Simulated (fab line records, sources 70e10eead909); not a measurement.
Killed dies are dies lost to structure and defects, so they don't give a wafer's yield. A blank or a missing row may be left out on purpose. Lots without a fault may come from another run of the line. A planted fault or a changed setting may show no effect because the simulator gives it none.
fab line records | flow nand_harc
record lots=14 wafers=42 last_day=31
route steps=1302 shown A_CHANNEL_HOLE_D1@450 THIN_TSV@1261 END@1302
lots that met no fault: from a run of the same line without faults
start_h: hours from the record's first day to the start of the lot's first wafer shown | wait_h: hours since the lot's step before | " the same as in the row above | L1.1+2: a row that stands for several wafers | - no value, or no start given | * or withheld: withheld | < > ~ a bound
route shown NAME@n: a module of which the file shows steps, and the number in the route of the first | usual: mean/standard deviation of fault-free wafers | same: alike in all rows | chamber/n: place in a boat | sites: the reading at each site | _std_site: their standard deviation | _edge_site: outer sites' mean less inner sites' | radius_mm: how far each site lies from the wafer's centre | mask NAME#n: copy n | behind: the tool/chamber that last shaped the wafer | hold: why the lot was held/for how many hours/how that ended | device: the transistor (n, p or np) that didn't switch | end of line: the same wafers' tests at the end of the route | a step without rows: its recipe alone | killed: dies lost to structure and defects at the first sort, not the wafer's yield | map: a wafer's dies, x killed, . not, _ none there
set.NAME: the setting as run; set.NAME@STEP: as run at that earlier step | model.NAME: the simulator's own value behind a step, which no gauge read
steps of the route over a sample of lots; a table a step, a row a wafer
services: from which hour (start_h, from the record's first day; less than 0 if before it) a tool's chamber was out of use, for how many hours, and why
## steps
# step NHARC_A_CHANNEL_HOLE_D1_DEP_00
# recipe target_thk_a=31000 temp_c=400 material=aC
# usual throttle_valve_pct=35.001/0.0097
# columns lot.wafer tool chamber start_h wait_h throttle_valve_pct
L866.1 acl_dep-03 0 200.72 7.2 35.006
L866.3 " 0 " " 35.002
L866.4 " 0 " " 34.995
L867.2 acl_dep-02 0 207.12 1.4 35.005
L867.5 " 0 " " 35.006
L867.6 " 0 " " 35.005
L868.1 acl_dep-01 0 214.02 0.1 34.996
L868.2 " 0 " " 34.995
L868.3 " 0 " " 35.005
L870.1 acl_dep-01 0 229.24 0.1 35.009
L870.4 " 0 " " 35.001
L870.6 " 0 " " 34.996
L869.1 acl_dep-03 0 231.77 2.3 35.000
L869.4 " 0 " " 35.022
L869.6 " 0 " " 34.993
L872.2 acl_dep-03 0 257.75 3.4 35.008
L872.3 " 0 " " 34.999
L872.6 " 0 " " 35.002
L871.1 acl_dep-02 0 258.46 4.1 34.997
L871.2 " 0 " " 35.008
L871.5 " 0 " " 34.999
L874.1 acl_dep-01 0 277.65 1.6 35.011
L874.2 " 0 " " 34.994
L874.4 " 0 " " 34.995
L875.1 acl_dep-03 0 282.51 0.6 35.014
L875.2 " 0 " " 35.014
L875.6 " 0 284.07 2.2 34.997
L876.1 acl_dep-02 0 297.11 0.1 35.001
L876.2 " 0 " " 35.005
L876.5 " 0 " " 35.008
L877.3 acl_dep-03 0 322.33 1.8 35.011
L877.5 " 0 " " 35.007
L877.6 " 0 " " 34.996
L880.1 acl_dep-02 0 338.86 0.9 35.012
L880.2 " 0 " " 34.996
L880.5 " 0 " " 35.010
L879.1 acl_dep-02 0 340.74 2.6 34.983
L879.4 " 0 " " 34.981
L879.6 " 0 " " 34.999
L881.2 acl_dep-02 0 349.49 1.7 34.993
L881.5 " 0 " " 35.007
L881.6 " 0 " " 35.009
# step NHARC_THIN_TSV_DESCUM_14
# recipe time_s=3 o2_flow_sccm=200 ar_flow_sccm=0 bias_power_w=0 chemistry=O2
# usual chamber_pressure_mTorr=60.00/0.053 drypump_motor_current_A=5.5/0.44 oes_product_au=1.001/0.015 rf_vpp_V=57.5/0.83 showerhead_plenum_p_Torr=1.86/0.072 throttle_valve_pct=11.311/0.0086
# same time_s=3
# columns lot.wafer tool chamber start_h wait_h chamber_pressure_mTorr drypump_motor_current_A oes_product_au rf_hours_counter_h rf_vpp_V showerhead_plenum_p_Torr throttle_valve_pct
L866.3 rie_diel-07 2 570.81 - 59.90 5.1 1.016 4.6 57.4 1.77 11.324
L866.1 " 3 " " 59.98 5.0 1.001 4.5 55.3 1.81 11.317
L866.4 " 1 " " 60.01 5.2 1.033 4.2 56.3 1.79 11.302
L867.2 rie_diel-07 0 579.32 - 59.97 5.7 1.015 5.4 58.4 1.86 11.313
L867.5 " 0 " " 59.97 5.7 1.015 - 57.4 1.86 11.315
L867.6 " 1 " " 60.05 5.1 1.022 - 58.2 1.79 11.310
L868.2 rie_diel-09 3 580.67 - 59.96 6.1 1.029 3.8 59.5 1.99 11.298
L868.1 " 1 " " 60.02 5.8 0.990 4.1 57.1 1.99 11.323
L868.3 " 2 " " 60.01 6.1 0.996 4.2 58.2 1.97 11.325
L870.1 rie_diel-07 2 599.84 - 59.94 5.1 0.984 6.2 57.0 1.77 11.310
L870.4 " 0 " " 60.02 5.7 1.018 6.8 57.3 1.86 11.310
L870.6 " 2 " " 59.99 5.1 0.985 - 57.8 1.77 11.306
L869.1 rie_diel-09 0 601.08 - 60.00 6.2 0.972 5.1 57.8 1.87 11.309
L869.4 " 1 " " 60.01 5.8 0.996 5.0 57.5 1.98 11.290
L869.6 " 3 " " 59.94 6.1 1.004 - 57.7 1.98 11.309
L872.2 rie_diel-05 1 623.62 - 59.95 6.3 0.994 1.2 57.6 1.92 11.315
L872.3 " 0 " " 60.03 5.5 0.988 1.9 55.9 1.82 11.317
L872.6 " 2 " " 59.97 5.7 1.016 - 58.4 1.88 11.313
L871.2 rie_diel-07 2 628.09 - 60.03 5.1 0.982 8.4 58.1 1.77 11.302
L871.1 " 3 " " 60.07 5.0 1.002 7.6 55.9 1.81 11.322
L871.5 " 2 " " 59.89 5.1 0.982 - 58.3 1.77 11.310
L874.2 rie_diel-05 1 653.95 - 59.99 6.3 0.984 4.0 58.4 1.92 11.309
L874.4 " 2 " " 59.93 5.7 1.018 4.2 56.6 1.88 11.322
L874.1 " 3 " " 60.02 5.4 1.001 4.8 57.5 1.89 11.311
L875.1 rie_diel-05 2 654.98 - 60.00 5.7 1.012 4.5 57.2 1.88 11.315
L875.2 " 3 " " 60.03 5.3 1.005 5.3 57.5 1.89 11.305
L875.6 " 2 " " 60.07 5.7 1.012 - 57.0 1.88 11.299
L876.1 rie_diel-09 0 663.91 - 60.04 6.2 0.984 7.7 58.8 1.87 11.306
L876.2 " 1 " " 59.94 5.8 0.989 7.4 58.6 1.98 11.317
L876.5 " 0 " " 59.99 6.2 0.990 - 57.3 1.87 11.303
L877.3 rie_diel-07 3 693.65 - 60.02 5.0 0.990 2.1 56.6 1.81 11.319
L877.5 " 1 " " 59.98 5.2 1.012 - 58.3 1.79 11.315
L877.6 " 2 " " 60.00 5.1 0.993 - 57.0 1.77 11.318
# step NHARC_THIN_TSV_ETCH_15
# recipe target_depth_a=30000 bosch_target_overetch_cycles=2 bosch_etch_step_s=2.8 bosch_dep_step_s=1.2 bosch_cycles=14
# usual drypump_motor_current_A=5.5/0.42
# columns lot.wafer tool chamber start_h wait_h drypump_motor_current_A rf_hours_counter_h
L866.3 rie_si-01 3 571.47 - 6.0 0.1
L866.4 " 0 " " 5.2 0.1
L866.1 " 2 " " 5.4 0.1
L867.2 rie_si-06 3 580.01 - 5.7 0.9
L867.6 " 0 " " 5.7 -
L867.5 " 1 " " 5.9 -
L868.1 rie_si-02 1 581.33 - 6.2 0.8
L868.2 " 3 " " 5.5 0.7
L868.3 " 0 " " 5.2 0.7
L870.1 rie_si-06 0 600.63 - 5.7 0.9
L870.4 " 2 " " 4.8 0.8
L870.6 " 3 " " 5.7 -
L869.1 rie_si-02 1 601.74 - 6.2 1.0
L869.4 " 3 " " 5.5 0.8
L869.6 " 0 " " 5.2 -
L872.2 rie_si-01 3 624.27 - 6.0 0.6
L872.3 " 1 " " 4.9 0.4
L872.6 " 1 " " 4.8 -
L871.1 rie_si-02 0 628.75 - 5.2 1.0
L871.2 " 2 " " 5.4 1.1
L871.5 " 0 " " 5.2 -
L874.4 rie_si-02 0 654.60 - 5.2 0.1
L874.2 " 2 " " 5.5 0.1
L874.1 " 3 " " 5.5 0.1
L875.1 rie_si-01 2 655.65 - 5.4 0.4
L875.2 " 0 " " 5.2 0.7
L875.6 " 1 " " 4.9 -
L876.2 rie_si-01 2 664.56 - 5.4 0.5
L876.1 " 1 " " 4.8 0.6
L876.5 " 3 " " 6.0 -
L877.3 rie_si-01 2 694.30 - 5.4 0.7
L877.6 " 2 " " 5.4 -
L877.5 " 3 " " 6.0 -
# step NHARC_THIN_TSV_CD_MEAS_37
# usual cd_nm=5003/3.5
# columns lot.wafer tool chamber start_h wait_h cd_nm
L866.1 cd_sem-02 - 578.07 - 5007
L866.3 " - " " 5007
L866.4 " - " " 5003
L867.2 cd_sem-02 - 586.58 - 5005
L867.5 " - " " 5005
L867.6 " - " " 5003
L868.1 cd_sem-02 - 587.72 - 5000
L868.2 " - " " 4998
L868.3 " - " " 5003
L870.1 cd_sem-02 - 607.23 - 5011
L870.4 " - " " 5003
L870.6 " - " " 5007
L869.1 cd_sem-01 - 608.24 - 5005
L869.4 " - " " 5007
L869.6 " - " " 5001
L872.2 cd_sem-03 - 631.27 - 5007
L872.3 " - " " 5003
L872.6 " - " " 5007
L871.1 cd_sem-03 - 635.31 - 5002
L871.2 " - " " 5006
L871.5 " - " " 5004
L874.1 cd_sem-01 - 661.11 - 4996
L874.2 " - " " 4999
L874.4 " - " " 5002
L875.1 cd_sem-02 - 662.29 - 5006
L875.2 " - " " 4998
L875.6 " - " " 5002
L876.1 cd_sem-01 - 670.98 - 5001
L876.2 " - " " 5002
L876.5 " - " " 5004
L877.3 cd_sem-03 - 700.93 - 5004
L877.5 " - " " 5006
L877.6 " - " " 5001
# step NHARC_END_SORT_01
# recipe temp_c=25
# usual killed_at_array=56/20 killed_at_other=0.9/1.1 killed_at_periphery=3.7/3 killed_dies=61/21 killed_open=2.9/1.6 killed_short=2.6/1.4
# same gross_dies=677
# columns lot.wafer tool chamber start_h wait_h killed_at_array killed_at_other killed_at_periphery killed_dies killed_open killed_short
L880.1 prober-01 0 718.01 2.5 606 3 5 614 2 0
L880.2 prober-01 0 718.82 2.8 612 2 3 617 6 2
L880.5 prober-01 0 721.24 3.7 579 4 6 589 4 2
L879.1 prober-02 0 724.84 2.5 605 0 4 609 2 3
L879.4 prober-02 0 727.21 3.4 591 0 2 593 2 3
L879.6 prober-02 0 728.79 4.0 587 0 2 589 2 3
L881.2 prober-01 0 738.07 2.8 602 0 2 604 2 4
L881.5 prober-01 0 740.46 3.7 605 0 1 606 2 2
L881.6 prober-01 0 741.25 4.0 630 0 4 634 4 1
# killed by level:class
L880.1 A_CHANNEL_HOLE_D1:area_dep=541 A_SLIT:chamber_film_flake=31 A_CHANNEL_HOLE_D2:chamber_film_flake=14 A_CHANNEL_HOLE_D1:chamber_film_flake=6 A_STAIRCASE:chamber_film_flake=4 A_CONTACT:chamber_film_flake=4 THIN_TSV:chamber_film_flake=3 A_WL_FILL:chamber_film_flake=3
L880.2 A_CHANNEL_HOLE_D1:area_dep=548 A_SLIT:chamber_film_flake=23 A_CHANNEL_HOLE_D2:chamber_film_flake=19 A_CHANNEL_HOLE_D1:chamber_film_flake=4 A_STAIRCASE:chamber_film_flake=4 A_CONTACT:chamber_film_flake=3 A_DECK1_JOINT:geometric_particle:open=2 P_M2:chamber_film_flake=2
L880.5 A_CHANNEL_HOLE_D1:area_dep=505 A_SLIT:chamber_film_flake=36 A_CHANNEL_HOLE_D2:chamber_film_flake=17 A_CHANNEL_HOLE_D1:chamber_film_flake=7 A_STAIRCASE:chamber_film_flake=6 THIN_TSV:chamber_film_flake=4 P_GATE:chamber_film_flake=2 A_WL_FILL:chamber_film_flake=2
L879.1 A_CHANNEL_HOLE_D1:area_dep=562 A_CHANNEL_HOLE_D1:chamber_film_flake=27 A_SLIT:chamber_film_flake=5 A_STAIRCASE:chamber_film_flake=3 P_STI:chamber_film_flake=2 P_GATE:chamber_film_flake=2 A_DECK1_JOINT:geometric_particle:open=1 A_DECK1_JOINT:geometric_particle:short=1
L879.4 A_CHANNEL_HOLE_D1:area_dep=542 A_CHANNEL_HOLE_D1:chamber_film_flake=34 A_SLIT:chamber_film_flake=4 A_STAIRCASE:chamber_film_flake=3 A_WL_FILL:chamber_film_flake=2 A_ONON_D1:geometric_particle:open=1 A_CHANNEL_FILL_D1:geometric_particle:short=1 A_CHANNEL_FILL_D1:geometric_particle:open=1
L879.6 A_CHANNEL_HOLE_D1:area_dep=547 A_CHANNEL_HOLE_D1:chamber_film_flake=21 A_STAIRCASE:chamber_film_flake=6 A_DECK1_JOINT:chamber_film_flake=2 A_CHANNEL_HOLE_D2:geometric_particle:short=1 A_DECK1_JOINT:geometric_particle:short=1 A_DECK1_JOINT:geometric_particle:open=1 A_CHANNEL_HOLE_D2:geometric_particle:open=1
L881.2 A_CHANNEL_HOLE_D1:area_dep=504 A_SLIT:chamber_film_flake=30 A_CHANNEL_HOLE_D1:chamber_film_flake=26 A_CHANNEL_HOLE_D2:chamber_film_flake=20 A_CONTACT:chamber_film_flake=9 A_WL_FILL:geometric_particle:short=3 A_STAIRCASE:chamber_film_flake=3 A_SGD_CUT:chamber_film_flake=2
L881.5 A_CHANNEL_HOLE_D1:area_dep=499 A_SLIT:chamber_film_flake=35 A_CHANNEL_HOLE_D2:chamber_film_flake=27 A_CHANNEL_HOLE_D1:chamber_film_flake=20 A_STAIRCASE:chamber_film_flake=8 A_CONTACT:chamber_film_flake=4 A_SGD_CUT:chamber_film_flake=4 A_BLC:geometric_particle:open=2
L881.6 A_CHANNEL_HOLE_D1:area_dep=507 A_CHANNEL_HOLE_D2:chamber_film_flake=32 A_CHANNEL_HOLE_D1:chamber_film_flake=32 A_SLIT:chamber_film_flake=31 A_CONTACT:chamber_film_flake=13 A_STAIRCASE:chamber_film_flake=6 A_SGD_CUT:chamber_film_flake=5 A_BLC:geometric_particle:open=2
## services
# columns tool chamber start_h hours kind
rie_si-01 - 193.00 9.0 pm
acl_dep-02 - 245.46 13.0 pm
rie_diel-07 2 251.99 1.2 repair
rie_diel-07 2 259.90 5.3 repair
rie_diel-07 3 288.87 4.6 repair
rie_diel-07 - 294.20 9.0 pm
acl_dep-03 - 297.00 13.0 pm
rie_si-01 0 367.55 5.4 repair
rie_si-01 - 370.00 9.0 pm
rie_diel-07 3 373.37 12.9 repair
rie_diel-07 - 390.09 0.2 repair
rie_diel-07 2 395.73 6.9 repair
rie_diel-07 0 396.63 13.6 repair
acl_dep-02 - 425.80 0.8 repair
acl_dep-02 - 426.63 13.0 pm
rie_diel-07 2 431.03 2.0 repair
rie_si-01 1 435.94 1.0 repair
rie_si-01 0 457.69 2.6 repair
rie_diel-07 0 469.62 11.8 repair
rie_diel-07 - 471.20 9.0 pm
acl_dep-03 - 478.85 13.0 pm
rie_diel-07 - 499.80 0.5 repair
rie_diel-07 1 506.31 12.7 repair
acl_dep-02 - 607.69 13.0 pm
## key
first_sign step=NHARC_END_SORT_01 reading=killed_at_array direction=up sigmas=27 usual=56 struck=602
effect step=NHARC_END_SORT_01 reading=killed_dies direction=up sigmas=27 usual=61 struck=606
more_kills_born_at NHARC_A_CHANNEL_HOLE_D1_DEP_00@acl_dep-02=4755
met_at NHARC_A_CHANNEL_HOLE_D1_DEP_00
struck_lots L879,L880,L881
later_rows_left_out L879.1,L879.4,L879.6,L880.1,L880.2,L880.5,L881.2,L881.5,L881.6
tester_left_out L879,L880,L881
not_acting_at NHARC_THIN_TSV_DESCUM_14,NHARC_THIN_TSV_ETCH_15,NHARC_THIN_TSV_CD_MEAS_37
onset_between 297.11 338.86
also_fits time
fault kind=process_parameter_drift tool=acl_dep-02 chamber=- onset_h=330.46 steps=NHARC_A_CHANNEL_HOLE_D1_DEP_00 channel=target_thk_a offset=* shape=step end_h=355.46 acts_in=* stated=*
# tester_left_out: of these lots the tester's yield and bins aren't shown, on N5 and GAA mostly nor the transistor test; their killed dies are dies lost to structure and defects alone, not to doping, threshold or leakage, so they don't give the yield
# later_rows_left_out: the simulator's readings of these wafers behind a module that went badly wrong aren't trusted and aren't shown, but for the sort
